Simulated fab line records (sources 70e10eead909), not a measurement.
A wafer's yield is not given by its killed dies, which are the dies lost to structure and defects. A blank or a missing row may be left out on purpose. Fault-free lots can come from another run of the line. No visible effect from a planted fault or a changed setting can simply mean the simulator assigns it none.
fab line records    flow nandHarc
[record] lots = 12  wafers = 36  lastDay = 33
route steps=1302 shown A_M1@1186 END@1302
lots that met no fault: taken from a fault-free run of the same line
startH: hours from the record's opening day to when the first of the lot's shown wafers began    waitH: time in hours since the lot's previous step    " the same as in the row above    L1.1+2: a single row standing in for several wafers    - no value, or no start given    * or withheld: withheld    < > ~ a bound
route shown NAME@n: names a module that has steps shown in the file, with the first one's number in the route    usual: mean and standard deviation over wafers with no fault    same: alike in all rows    chamber/n: place in a boat    sites: readings site by site    _std_site: how widely they spread, as a standard deviation    _edge_site: mean of outer sites minus mean of inner sites    radiusMm: for every site, how far away it sits from the centre of the wafer    mask NAME#n: copy n    behind: tool/chamber where the wafer was last shaped    hold: why the lot was held/for how many hours/how that ended    device: whichever transistor did not switch (one of n, p or np)    end of line: the same wafers' tests at the end of the route    for a step that has no rows: nothing shown but its recipe    killed: count of dies lost to structure and defects at first sort (not the wafer's yield)    map: the dies of a wafer, with x for killed, . for not killed, _ for no die there
set.NAME: the setting that was run; set.NAME@STEP: the one run at that earlier step    model.NAME: the simulator's own value behind a step, which no gauge read
a sample of lots followed through the steps of the route, with each step as a table and each wafer as a row
services: the hour from which a tool's chamber was out of use, counted from the record's first day as startH (under 0 if before that day), plus the number of hours and why
[[steps]]
[step NHARC_A_M1_STRIP_18]
[recipe] powerW = 1000  n2FlowSccm = 150  h2FlowSccm = 150  arFlowSccm = 0  biasW = 0  chemistry = N2/H2
[usual] drypumpMotorCurrentA = 6.13/0.28  oesProductAu = 1.002/0.0095  rfVppV = 90.8/0.96  showerheadPlenumPTorr = 2.04/0.091  throttleValvePct = 14.171/0.0099
lot.wafer  tool        chamber  startH  waitH  drypumpMotorCurrentA  oesProductAu  rfHoursCounterH  rfVppV  showerheadPlenumPTorr  throttleValvePct
L412.3     rieDiel-10  0        536.29  0.1    6.22                  0.995         8.1              91.0    2.06                   14.182
L412.2     "           1        "       "      6.08                  0.992         6.5              91.2    1.91                   14.178
L412.1     "           2        "       "      5.98                  0.992         6.2              90.3    2.13                   14.183
L413.3     rieDiel-10  3        551.61  0.1    6.09                  1.021         9.2              88.7    2.06                   14.182
L413.2     "           0        "       "      6.19                  0.993         9.5              89.0    2.06                   14.165
L413.6     "           3        "       "      6.11                  1.002         -                90.8    2.06                   14.175
L415.3     rieDiel-06  2        587.21  0.1    6.63                  1.016         2.3              90.5    1.97                   14.168
L415.4     "           1        "       "      6.22                  0.999         -                92.0    2.15                   14.155
L415.5     "           2        "       "      6.64                  1.008         -                91.4    1.97                   14.187
L421.3     rieDiel-05  3        628.80  0.1    6.34                  1.005         1.7              90.7    1.95                   14.160
L421.1     "           1        "       "      5.72                  1.001         2.0              90.5    1.92                   14.150
L421.5     "           0        "       "      5.54                  0.996         -                90.7    2.16                   14.162
L422.4     rieDiel-10  1        649.57  0.1    6.11                  0.997         1.6              90.2    1.91                   14.167
L422.1     "           3        "       "      6.10                  0.995         1.3              91.0    2.06                   14.181
L422.5     "           1        "       "      6.09                  0.994         -                90.9    1.91                   14.174
L424.4     rieDiel-10  2        668.72  0.1    6.00                  0.979         2.9              90.6    2.13                   14.189
L424.1     "           1        "       "      6.07                  0.990         2.8              90.9    1.91                   14.171
L424.5     "           2        "       "      5.99                  0.985         -                90.5    2.13                   14.173
L426.3     rieDiel-10  1        673.26  0.1    6.09                  0.999         2.9              89.1    1.91                   14.155
L426.2     "           3        "       "      6.12                  1.002         2.2              90.8    2.06                   14.167
L426.1     "           0        "       "      6.15                  1.003         2.1              91.3    2.06                   14.154
L425.3     rieDiel-06  2        679.51  0.1    6.63                  1.009         0.3              90.1    1.97                   14.182
L425.5     "           1        "       "      6.21                  1.003         -                91.2    2.15                   14.170
L425.6     "           2        "       "      6.64                  1.019         -                90.5    1.97                   14.170
L428.2     rieDiel-10  3        697.31  0.1    6.09                  0.998         4.4              90.6    2.06                   14.165
L428.1     "           2        "       "      5.98                  1.003         5.5              92.1    2.13                   14.173
L428.5     "           3        "       "      6.11                  0.995         -                91.0    2.06                   14.170
L431.4     rieDiel-10  3        720.63  0.1    6.11                  0.999         5.6              90.1    2.06                   14.192
L431.1     "           0        "       "      6.19                  0.993         5.6              90.3    2.06                   14.157
L431.3     "           1        "       "      6.12                  0.995         6.2              89.4    1.90                   14.161
L429.2     rieDiel-10  0        725.86  0.1    6.21                  0.990         6.5              92.6    2.06                   14.156
L429.4     "           1        "       "      6.10                  0.997         6.9              89.7    1.90                   14.168
L429.6     "           0        "       "      6.22                  0.998         -                91.4    2.06                   14.161
L433.1     rieDiel-06  3        764.84  0.1    5.97                  1.017         2.4              90.0    1.94                   14.170
L433.2     "           0        "       "      6.44                  1.001         2.7              90.3    2.15                   14.170
L433.5     "           3        "       "      5.96                  1.011         -                90.2    1.94                   14.166
[step NHARC_A_M1_PVD_21]
[recipe] targetThkA = 300  chamberPressurePa = 5  powerW = 5000  substrateTempC = 30  timeS = 20.49  material = Cu
[usual] throttleValvePct = 29.6/0.89
lot.wafer  tool           chamber  startH  waitH  throttleValvePct
L412.3     pvdSputter-02  -        -       -      29.8
L412.2     "              -        "       "      30.6
L412.1     "              -        "       "      29.9
L413.3     pvdSputter-02  -        -       -      29.8
L413.2     "              -        "       "      29.6
L413.6     "              -        "       "      28.6
L415.4     pvdSputter-02  -        -       -      30.7
L415.3     "              -        "       "      29.6
L415.5     "              -        "       "      28.3
L421.1     pvdSputter-01  -        -       -      30.1
L421.3     "              -        "       "      28.5
L421.5     "              -        "       "      28.2
L422.1     pvdSputter-03  -        -       -      28.8
L422.4     "              -        "       "      29.4
L422.5     "              -        "       "      30.1
L424.4     pvdSputter-03  -        -       -      30.2
L424.1     "              -        "       "      28.7
L424.5     "              -        "       "      30.2
L426.1     pvdSputter-02  -        -       -      31.0
L426.3     "              -        "       "      29.7
L426.2     "              -        "       "      30.5
L425.3     pvdSputter-02  -        -       -      29.6
L425.5     "              -        "       "      29.6
L425.6     "              -        "       "      30.8
L428.1     pvdSputter-01  -        -       -      28.1
L428.2     "              -        "       "      30.0
L428.5     "              -        "       "      31.1
L431.4     pvdSputter-02  -        -       -      29.7
L431.1     "              -        "       "      29.6
L431.3     "              -        "       "      30.6
L429.2     pvdSputter-01  -        -       -      29.2
L429.4     "              -        "       "      30.8
L429.6     "              -        "       "      29.8
L433.2     pvdSputter-03  -        -       -      29.3
L433.1     "              -        "       "      29.4
L433.5     "              -        "       "      29.2
[step NHARC_A_M1_ECD_22]
[recipe] targetThkA = 4000  bathTempC = 25  material = Cu
lot.wafer   tool      chamber  startH  waitH
L412.1+2+3  ecdCu-01  1,0,0    537.30  -
L413.2+3+6  ecdCu-01  1,1,0    552.87  -
L415.4+3+5  ecdCu-02  1,0,1    588.30  -
L421.1+3+5  ecdCu-02  1,0,1    629.85  -
L422.1+4+5  ecdCu-01  1        650.60  -
L424.1+4+5  ecdCu-01  1        669.77  -
L426.1+2+3  ecdCu-01  1,0,0    674.26  -
L425.3+5+6  ecdCu-02  1,0,1    680.64  -
L428.2+1+5  ecdCu-01  1,0,0    698.31  -
L431.1+4+3  ecdCu-02  1,1,0    721.62  -
L429.2+4+6  ecdCu-01  1,0,1    726.84  -
L433.2+1+5  ecdCu-01  0,1,0    765.81  -
[step NHARC_A_M1_ANNEAL_31]
[recipe] tempC = 225  timeS = 90
[usual] wafer_temp_C_max = 225.69/0.23
lot.wafer  tool          chamber  startH  waitH  wafer_temp_C_max
L412.1     rtpAnneal-01  0        537.67  -      225.34
L412.2     "             0        "       "      225.88
L412.3     "             0        "       "      225.87
L413.2     rtpAnneal-01  0        553.25  -      225.53
L413.3     "             0        "       "      225.64
L413.6     "             0        "       "      225.68
L415.3     rtpAnneal-02  0        588.68  -      226.09
L415.4     "             0        "       "      226.01
L415.5     "             0        "       "      225.81
L421.1     rtpAnneal-01  0        630.17  -      225.81
L421.3     "             0        "       "      225.81
L421.5     "             0        "       "      226.04
L422.1     rtpAnneal-02  0        650.93  0.3    225.37
L422.4     "             0        "       "      225.96
L422.5     "             0        "       "      225.48
L424.1     rtpAnneal-02  0        670.10  0.3    225.80
L424.4     "             0        "       "      225.95
L424.5     "             0        "       "      225.79
L426.1     rtpAnneal-01  0        674.63  -      225.91
L426.2     "             0        "       "      225.66
L426.3     "             0        "       "      225.66
L425.3     rtpAnneal-01  0        680.97  0.3    225.45
L425.5     "             0        "       "      225.56
L425.6     "             0        "       "      225.22
L428.1     rtpAnneal-01  0        698.69  0.3    225.81
L428.2     "             0        "       "      225.57
L428.5     "             0        "       "      225.59
L431.1     rtpAnneal-02  0        722.00  0.3    225.87
L431.3     "             0        "       "      225.87
L431.4     "             0        "       "      225.45
L429.2     rtpAnneal-01  0        727.27  0.4    225.49
L429.4     "             0        "       "      225.45
L429.6     "             0        "       "      225.57
L433.1     rtpAnneal-02  0        766.20  0.3    225.97
L433.2     "             0        "       "      225.71
L433.5     "             0        "       "      225.66
[step NHARC_A_M1_CMP_23]
[recipe] tOverpolishS = 20  targetThkNm = 154.34
[usual] motorCurrentA = 11.2/1.1  timeToEndpointS = 28.1/2.5
lot.wafer  tool    chamber  startH  waitH  motorCurrentA  timeToEndpointS
L412.1     cmp-01  2        538.04  -      10.6           32.0
L412.3     "       3        "       "      11.1           28.1
L412.2     "       0        "       "      9.3            33.8
L413.2     cmp-02  2        553.62  -      11.6           27.7
L413.3     "       3        "       "      11.7           12.8
L413.6     "       0        "       "      12.3           26.7
L415.4     cmp-01  2        588.92  -      10.9           33.1
L415.3     "       1        "       "      11.9           28.0
L415.5     "       3        "       "      11.5           28.2
L421.1     cmp-04  1        630.51  -      12.7           28.3
L421.3     "       0        "       "      10.3           28.0
L421.5     "       2        "       "      12.6           26.7
L422.1     cmp-02  0        651.28  -      12.5           25.3
L422.4     "       2        "       "      12.3           28.8
L422.5     "       1        "       "      11.4           25.3
L424.1     cmp-01  0        670.48  -      9.6            29.2
L424.4     "       2        "       "      10.7           30.3
L424.5     "       3        "       "      10.4           27.4
L426.1     cmp-01  3        674.98  -      11.5           27.6
L426.3     "       0        "       "      9.8            32.3
L426.2     "       2        "       "      10.7           30.4
L425.3     cmp-01  0        681.21  -      9.7            31.2
L425.5     "       0        "       "      9.4            28.0
L425.6     "       1        "       "      11.7           30.4
L428.1     cmp-04  0        699.04  -      10.2           26.1
L428.2     "       3        "       "      10.8           31.4
L428.5     "       1        "       "      13.2           24.9
L431.3     cmp-04  3        722.35  -      10.0           27.0
L431.4     "       0        "       "      9.7            25.4
L431.1     "       1        "       "      12.3           27.2
L429.4     cmp-01  2        727.68  -      10.9           27.7
L429.2     "       0        "       "      9.4            28.5
L429.6     "       3        "       "      10.7           27.7
L433.1     cmp-01  2        766.54  -      10.7           27.4
L433.2     "       3        "       "      11.5           24.6
L433.5     "       3        "       "      11.5           24.4
[step NHARC_END_SORT_01]
[recipe] tempC = 25
[usual] defectLimitedYield = 91.2/2.6  killedAtArray = 55/17  killedAtOther = 1.1/1.6  killedAtPeriphery = 3.8/2.5  killedDies = 60/18  killedOpen = 3.3/1.9  killedShort = 2.5/1.7
[same] grossDies = 677
lot.wafer  tool       chamber  startH  waitH  defectLimitedYield[%]  killedAtArray  killedAtOther  killedAtPeriphery  killedDies  killedOpen  killedShort
L412.1     prober-02  0        572.46  2.5    89.2                   70             0              3                  73          4           2
L412.2     prober-02  0        573.26  2.8    87.1                   84             0              3                  87          5           2
L412.3     prober-02  0        574.05  3.1    90.1                   67             0              0                  67          3           1
L413.2     prober-02  0        589.30  2.8    91.3                   55             0              4                  59          0           3
L413.3     prober-02  0        590.11  3.1    87.7                   75             2              6                  83          3           2
L413.6     prober-02  0        592.53  4.0    90.8                   56             1              5                  62          3           1
L415.3     prober-02  0        626.07  3.1    89.4                   70             1              1                  72          6           5
L415.4     prober-02  0        626.87  3.4    90.4                   59             3              3                  65          3           3
L415.5     prober-02  0        627.68  3.7    89.7                   65             1              4                  70          3           4
L421.1     prober-02  0        667.51  2.5    88.2                   71             2              7                  80          1           2
L421.3     prober-02  0        669.11  3.1    90.3                   58             3              5                  66          4           5
L421.5     prober-02  0        670.71  3.7    89.8                   65             4              0                  69          4           2
L422.1     prober-02  0        686.86  2.5    87.9                   77             2              3                  82          5           7
L422.4     prober-02  0        689.28  3.4    89.7                   65             0              5                  70          1           0
L422.5     prober-02  0        690.09  3.7    90.1                   65             0              2                  67          1           3
L424.1     prober-01  0        703.56  2.5    90.7                   57             1              5                  63          4           5
L424.4     prober-01  0        705.92  3.4    91.3                   54             1              4                  59          6           0
L424.5     prober-01  0        706.70  3.6    92.5                   48             1              2                  51          0           3
L426.1     prober-02  0        707.68  2.5    89.7                   65             0              5                  70          5           1
L426.2     prober-02  0        708.49  2.8    90.3                   55             0              11                 66          3           2
L426.3     prober-02  0        709.29  3.1    90.4                   54             0              11                 65          7           2
L425.3     prober-01  0        720.68  3.1    91.0                   54             0              7                  61          5           2
L425.5     prober-01  0        722.28  3.7    92.0                   52             0              2                  54          1           2
L425.6     prober-01  0        723.09  4.0    92.5                   49             0              2                  51          5           1
L428.1     prober-02  0        736.13  2.5    93.8                   39             2              1                  42          9           2
L428.2     prober-02  0        736.93  2.8    94.8                   32             0              3                  35          4           5
L428.5     prober-02  0        739.32  3.7    93.5                   40             2              2                  44          1           3
L431.1     prober-01  0        764.44  2.5    89.5                   65             5              1                  71          6           4
L431.3     prober-01  0        766.06  3.1    91.6                   47             2              8                  57          2           2
L431.4     prober-01  0        766.86  3.4    89.4                   63             4              5                  72          2           0
L429.2     prober-01  0        773.06  2.8    93.4                   40             1              4                  45          1           1
L429.4     prober-01  0        774.67  3.4    93.4                   42             1              2                  45          3           2
L429.6     prober-01  0        776.29  4.0    92.9                   44             1              3                  48          5           1
L433.1     prober-02  0        800.46  2.5    88.9                   72             0              3                  75          3           4
L433.2     prober-02  0        801.26  2.8    89.7                   65             0              5                  70          4           1
L433.5     prober-02  0        803.66  3.7    90.7                   62             0              1                  63          1           3
// killed by level:class
L412.1 A_CHANNEL_HOLE_D2:chamberFilmFlake=28 A_CHANNEL_HOLE_D1:chamberFilmFlake=25 A_CONTACT:chamberFilmFlake=9 P_CONTACT:geometricParticle:open=2 A_CHANNEL_FILL_D1:chamberFilmFlake=2 P_GATE:geometricParticle:open=1 A_ONON_D2:geometricParticle:short=1 A_CHANNEL_HOLE_D2:geometricParticle:short=1
L412.2 A_CHANNEL_HOLE_D1:chamberFilmFlake=40 A_CHANNEL_HOLE_D2:chamberFilmFlake=27 A_CONTACT:chamberFilmFlake=8 A_ZERO_WELL:chamberFilmFlake=2 P_M0:geometricParticle:open=1 P_M0:geometricParticle:short=1 A_CHANNEL_HOLE_D1:geometricParticle:open=1 A_DECK1_JOINT:geometricParticle:short=1
L412.3 A_CHANNEL_HOLE_D1:chamberFilmFlake=27 A_CHANNEL_HOLE_D2:chamberFilmFlake=20 A_CONTACT:chamberFilmFlake=12 A_SLIT:chamberFilmFlake=2 A_STAIRCASE:geometricParticle:open=1 A_WL_FILL:geometricParticle:open=1 A_CONTACT:geometricParticle:open=1 A_M1:geometricParticle:short=1
L413.2 A_CHANNEL_HOLE_D1:chamberFilmFlake=33 A_SLIT:chamberFilmFlake=12 A_CHANNEL_HOLE_D2:chamberFilmFlake=4 P_M0:chamberFilmFlake=3 A_STAIRCASE:chamberFilmFlake=2 P_M0:geometricParticle:short=1 A_CHANNEL_FILL_D1:geometricParticle:short=1 A_ONON_D2:geometricParticle:short=1
L413.3 A_CHANNEL_HOLE_D1:chamberFilmFlake=35 A_SLIT:chamberFilmFlake=22 A_CHANNEL_HOLE_D2:chamberFilmFlake=8 A_STAIRCASE:chamberFilmFlake=3 A_CONTACT:chamberFilmFlake=3 P_STI:chamberFilmFlake=2 P_BONDPAD:chamberFilmFlake=2 P_M1:geometricParticle:open=1
L413.6 A_CHANNEL_HOLE_D1:chamberFilmFlake=31 A_SLIT:chamberFilmFlake=17 P_M0:chamberFilmFlake=3 A_CONTACT:chamberFilmFlake=3 P_CONTACT:geometricParticle:open=1 A_ONON_D1:geometricParticle:open=1 A_WL_FILL:geometricParticle:short=1 A_BLC:geometricParticle:open=1
L415.3 A_CHANNEL_HOLE_D1:chamberFilmFlake=34 A_SLIT:chamberFilmFlake=16 A_CHANNEL_HOLE_D2:chamberFilmFlake=4 A_ONON_D2:geometricParticle:open=3 A_WL_FILL:geometricParticle:short=2 A_ZERO_WELL:chamberFilmFlake=2 P_CONTACT:geometricParticle:open=1 A_SOURCE_PLATE:geometricParticle:short=1
L415.4 A_CHANNEL_HOLE_D1:chamberFilmFlake=22 A_SLIT:chamberFilmFlake=21 A_CHANNEL_HOLE_D2:chamberFilmFlake=5 P_ZERO_WELL:chamberFilmFlake=3 A_ZERO_WELL:chamberFilmFlake=2 A_STAIRCASE:chamberFilmFlake=2 THIN_TSV:chamberFilmFlake=2 A_ONON_D1:geometricParticle:short=1
L415.5 A_CHANNEL_HOLE_D1:chamberFilmFlake=28 A_SLIT:chamberFilmFlake=22 A_CHANNEL_HOLE_D2:chamberFilmFlake=3 A_BLC:chamberFilmFlake=3 P_ZERO_WELL:chamberFilmFlake=2 A_CONTACT:chamberFilmFlake=2 P_GATE:geometricParticle:short=1 P_M1:geometricParticle:open=1
L421.1 A_SLIT:chamberFilmFlake=33 A_CHANNEL_HOLE_D1:chamberFilmFlake=32 A_DECK1_JOINT:chamberFilmFlake=2 P_ZERO_WELL:chamberFilmFlake=2 THIN_TSV:chamberFilmFlake=2 P_M0:geometricParticle:short=1 P_M1:geometricParticle:open=1 A_STAIRCASE:geometricParticle:short=1
L421.3 A_CHANNEL_HOLE_D1:chamberFilmFlake=29 A_SLIT:chamberFilmFlake=20 THIN_TSV:chamberFilmFlake=3 P_BONDPAD:chamberFilmFlake=2 P_GATE:geometricParticle:open=1 P_M0:geometricParticle:short=1 P_M0:geometricParticle:open=1 A_SOURCE_PLATE:geometricParticle:short=1
L421.5 A_SLIT:chamberFilmFlake=28 A_CHANNEL_HOLE_D1:chamberFilmFlake=24 THIN_TSV:chamberFilmFlake=4 A_STAIRCASE:chamberFilmFlake=3 A_DECK1_JOINT:geometricParticle:open=2 A_M0:geometricParticle:short=2 A_M1:geometricParticle:open=1 A_BONDPAD:geometricParticle:open=1
L422.1 A_SLIT:chamberFilmFlake=33 A_CHANNEL_HOLE_D2:chamberFilmFlake=16 A_CONTACT:chamberFilmFlake=7 A_CHANNEL_HOLE_D1:chamberFilmFlake=6 A_ONON_D2:geometricParticle:open=2 A_WL_FILL:geometricParticle:short=2 A_SGD_CUT:chamberFilmFlake=2 THIN_TSV:chamberFilmFlake=2
L422.4 A_SLIT:chamberFilmFlake=34 A_CHANNEL_HOLE_D2:chamberFilmFlake=14 A_CONTACT:chamberFilmFlake=8 P_ZERO_WELL:chamberFilmFlake=4 A_M0:chamberFilmFlake=3 A_CHANNEL_FILL_D2:chamberFilmFlake=2 A_CONTACT:geometricParticle:open=1 P_CONTACT:chamberFilmFlake=1
L422.5 A_SLIT:chamberFilmFlake=30 A_CHANNEL_HOLE_D2:chamberFilmFlake=19 A_CHANNEL_HOLE_D1:chamberFilmFlake=4 A_SGD_CUT:chamberFilmFlake=3 A_STAIRCASE:chamberFilmFlake=2 A_CONTACT:chamberFilmFlake=2 A_ONON_D1:geometricParticle:short=1 A_CHANNEL_FILL_D1:geometricParticle:short=1
L424.1 A_SLIT:chamberFilmFlake=28 A_CHANNEL_FILL_D2:chamberFilmFlake=5 A_CONTACT:chamberFilmFlake=4 A_CHANNEL_HOLE_D1:chamberFilmFlake=4 A_CHANNEL_FILL_D2:geometricParticle:open=2 A_CHANNEL_FILL_D2:geometricParticle:short=2 P_M2:chamberFilmFlake=2 A_ZERO_WELL:chamberFilmFlake=2
L424.4 A_SLIT:chamberFilmFlake=35 A_CONTACT:chamberFilmFlake=5 A_CHANNEL_HOLE_D1:chamberFilmFlake=4 A_STAIRCASE:chamberFilmFlake=3 P_M0:geometricParticle:open=2 A_WL_FILL:chamberFilmFlake=2 P_CONTACT:geometricParticle:open=1 A_SOURCE_PLATE:geometricParticle:open=1
L424.5 A_SLIT:chamberFilmFlake=30 A_CHANNEL_HOLE_D1:chamberFilmFlake=5 A_CHANNEL_FILL_D2:chamberFilmFlake=3 P_M2:chamberFilmFlake=2 A_DECK1_JOINT:chamberFilmFlake=2 A_DECK1_JOINT:geometricParticle:short=1 A_CHANNEL_FILL_D2:geometricParticle:short=1 A_WL_FILL:geometricParticle:short=1
L426.1 A_SLIT:chamberFilmFlake=31 A_CHANNEL_HOLE_D1:chamberFilmFlake=10 A_CONTACT:chamberFilmFlake=4 P_M2:chamberFilmFlake=3 A_DECK1_JOINT:chamberFilmFlake=3 A_BONDPAD:chamberFilmFlake=3 P_GATE:chamberFilmFlake=2 A_ZERO_WELL:chamberFilmFlake=2
L426.2 A_SLIT:chamberFilmFlake=17 A_CHANNEL_HOLE_D1:chamberFilmFlake=12 A_STAIRCASE:chamberFilmFlake=8 P_GATE:chamberFilmFlake=6 P_M2:chamberFilmFlake=5 A_CHANNEL_FILL_D2:chamberFilmFlake=5 A_CONTACT:chamberFilmFlake=5 A_ZERO_WELL:chamberFilmFlake=2
L426.3 A_SLIT:chamberFilmFlake=16 A_CHANNEL_HOLE_D1:chamberFilmFlake=12 A_STAIRCASE:chamberFilmFlake=6 P_M2:chamberFilmFlake=5 A_CONTACT:chamberFilmFlake=5 P_CONTACT:geometricParticle:open=3 A_ZERO_WELL:chamberFilmFlake=3 A_CHANNEL_FILL_D2:chamberFilmFlake=2
L425.3 A_CHANNEL_HOLE_D1:chamberFilmFlake=33 A_CONTACT:chamberFilmFlake=7 A_SLIT:chamberFilmFlake=4 A_BONDPAD:chamberFilmFlake=4 P_ZERO_WELL:chamberFilmFlake=2 P_GATE:geometricParticle:open=1 P_CONTACT:geometricParticle:open=1 P_M0:geometricParticle:open=1
L425.5 A_CHANNEL_HOLE_D1:chamberFilmFlake=38 A_CONTACT:chamberFilmFlake=4 A_ZERO_WELL:chamberFilmFlake=3 A_BONDPAD:chamberFilmFlake=3 A_SLIT:chamberFilmFlake=2 P_CONTACT:geometricParticle:open=1 A_SGD_CUT:geometricParticle:short=1 A_M1:geometricParticle:short=1
L425.6 A_CHANNEL_HOLE_D1:chamberFilmFlake=26 A_CHANNEL_FILL_D1:chamberFilmFlake=5 A_CONTACT:chamberFilmFlake=5 A_SLIT:chamberFilmFlake=3 A_BONDPAD:chamberFilmFlake=3 A_SGD_CUT:geometricParticle:open=2 A_STAIRCASE:chamberFilmFlake=2 P_STI:geometricParticle:open=1
L428.1 A_CHANNEL_HOLE_D1:chamberFilmFlake=12 A_SLIT:chamberFilmFlake=8 A_STAIRCASE:chamberFilmFlake=4 A_CONTACT:chamberFilmFlake=3 A_CHANNEL_FILL_D1:geometricParticle:open=2 A_ONON_D2:geometricParticle:short=2 A_WL_FILL:geometricParticle:open=2 A_BLC:geometricParticle:open=2
L428.2 A_STAIRCASE:chamberFilmFlake=8 A_CHANNEL_HOLE_D1:chamberFilmFlake=7 A_SLIT:chamberFilmFlake=4 A_M1:geometricParticle:open=2 P_ZERO_WELL:chamberFilmFlake=2 A_CONTACT:chamberFilmFlake=2 A_CHANNEL_HOLE_D1:geometricParticle:short=1 A_CHANNEL_FILL_D1:geometricParticle:short=1
L428.5 A_STAIRCASE:chamberFilmFlake=12 A_CHANNEL_HOLE_D1:chamberFilmFlake=9 A_SLIT:chamberFilmFlake=8 A_CONTACT:chamberFilmFlake=5 A_DECK1_JOINT:geometricParticle:short=2 P_STI:chamberFilmFlake=2 THIN_TSV:chamberFilmFlake=2 A_CHANNEL_HOLE_D2:geometricParticle:short=1
L431.1 A_CONTACT:chamberFilmFlake=16 A_CHANNEL_HOLE_D2:chamberFilmFlake=15 A_CHANNEL_HOLE_D1:chamberFilmFlake=14 A_SLIT:chamberFilmFlake=11 THIN_TSV:chamberFilmFlake=5 A_CHANNEL_FILL_D2:geometricParticle:short=2 A_CHANNEL_FILL_D2:geometricParticle:open=2 P_CONTACT:geometricParticle:open=1
L431.3 A_CONTACT:chamberFilmFlake=13 A_CHANNEL_HOLE_D2:chamberFilmFlake=12 A_SLIT:chamberFilmFlake=9 A_CHANNEL_HOLE_D1:chamberFilmFlake=6 P_M0:chamberFilmFlake=5 A_STAIRCASE:chamberFilmFlake=3 THIN_TSV:chamberFilmFlake=2 P_M0:geometricParticle:open=1
L431.4 A_CHANNEL_HOLE_D2:chamberFilmFlake=20 A_CHANNEL_HOLE_D1:chamberFilmFlake=13 A_CONTACT:chamberFilmFlake=13 A_SLIT:chamberFilmFlake=11 P_M0:chamberFilmFlake=4 THIN_TSV:chamberFilmFlake=4 A_STAIRCASE:chamberFilmFlake=2 A_CONTACT:geometricParticle:open=1
L429.2 A_SLIT:chamberFilmFlake=23 A_CHANNEL_HOLE_D1:chamberFilmFlake=11 P_GATE:chamberFilmFlake=2 A_WL_FILL:chamberFilmFlake=2 A_M0:chamberFilmFlake=2 P_CONTACT:geometricParticle:open=1 A_DECK1_JOINT:geometricParticle:short=1 P_CONTACT:chamberFilmFlake=1
L429.4 A_SLIT:chamberFilmFlake=23 A_CHANNEL_HOLE_D1:chamberFilmFlake=12 A_CHANNEL_FILL_D1:geometricParticle:open=1 A_DECK1_JOINT:geometricParticle:open=1 A_CHANNEL_FILL_D2:geometricParticle:open=1 A_BLC:geometricParticle:short=1 STARTING-WAFER:geometricParticle:short=1 P_GATE:chamberFilmFlake=1
L429.6 A_SLIT:chamberFilmFlake=27 A_CHANNEL_HOLE_D1:chamberFilmFlake=11 P_M1:geometricParticle:open=1 P_M2:geometricParticle:open=1 STARTING-WAFER:geometricParticle:open=1 A_WL_FILL:geometricParticle:short=1 A_WL_FILL:geometricParticle:open=1 A_CONTACT:geometricParticle:open=1
L433.1 A_CHANNEL_HOLE_D2:chamberFilmFlake=36 A_CHANNEL_HOLE_D1:chamberFilmFlake=11 A_CONTACT:chamberFilmFlake=9 A_BLC:chamberFilmFlake=6 P_ZERO_WELL:chamberFilmFlake=3 A_DECK1_JOINT:geometricParticle:short=2 A_CHANNEL_HOLE_D1:geometricParticle:open=1 A_CHANNEL_FILL_D1:geometricParticle:open=1
L433.2 A_CHANNEL_HOLE_D1:chamberFilmFlake=20 A_CHANNEL_HOLE_D2:chamberFilmFlake=20 A_SLIT:chamberFilmFlake=9 A_CONTACT:chamberFilmFlake=4 A_ZERO_WELL:chamberFilmFlake=3 A_BLC:chamberFilmFlake=3 P_M0:geometricParticle:open=2 A_CHANNEL_FILL_D2:chamberFilmFlake=2
L433.5 A_CHANNEL_HOLE_D2:chamberFilmFlake=28 A_CHANNEL_HOLE_D1:chamberFilmFlake=10 A_SLIT:chamberFilmFlake=10 A_CONTACT:chamberFilmFlake=5 A_BLC:chamberFilmFlake=4 P_M2:geometricParticle:open=1 A_CHANNEL_HOLE_D1:geometricParticle:short=1 A_CHANNEL_HOLE_D2:geometricParticle:short=1
[[services]]
tool           chamber  startH  hours  kind
pvdSputter-01  -        514.06  2.0    repair
cmp-04         -        514.29  1.1    repair
rieDiel-06     3        519.40  1.7    repair
cmp-04         -        520.76  16.2   repair
rieDiel-10     2        523.57  7.0    repair
rieDiel-06     2        525.84  4.0    repair
pvdSputter-03  -        528.59  10.0   pm
cmp-04         -        546.15  0.9    repair
cmp-01         -        547.87  1.2    repair
ecdCu-02       -        549.69  6.1    repair
ecdCu-02       -        571.00  2.6    repair
rieDiel-10     -        581.45  0.2    repair
cmp-01         -        590.24  4.0    pm
ecdCu-02       -        596.00  8.0    pm
rieDiel-10     -        596.50  9.0    pm
pvdSputter-02  -        602.72  1.9    repair
cmp-01         -        621.96  1.3    repair
pvdSputter-02  -        638.04  10.0   pm
cmp-01         -        688.24  4.0    pm
ecdCu-01       -        688.28  8.0    pm
cmp-01         -        717.56  2.8    repair
cmp-01         -        722.64  1.1    repair
cmp-01         -        728.93  0.8    repair
rtpAnneal-02   -        744.09  12.0   pm
[[key]]
[firstSign] step = NHARC_A_M1_CMP_23  reading = timeToEndpointS  direction = down  sigmas = 6.1  usual = *  struck = *
effect none on later readings
metAt NHARC_A_M1_ECD_22
struckLots L413
struckWafers L413.3
notActingAt NHARC_A_M1_STRIP_18,NHARC_A_M1_PVD_21,NHARC_A_M1_ANNEAL_31
onsetBetween 537.30 552.87
[fault] kind = processParameterDrift  tool = ecdCu-01  chamber = -  onsetH = 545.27  steps = NHARC_A_M1_ECD_22  channel = targetThkA  offset = *  shape = step  endH = 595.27  scope = struckWafersOnly  actsIn = *  stated = *
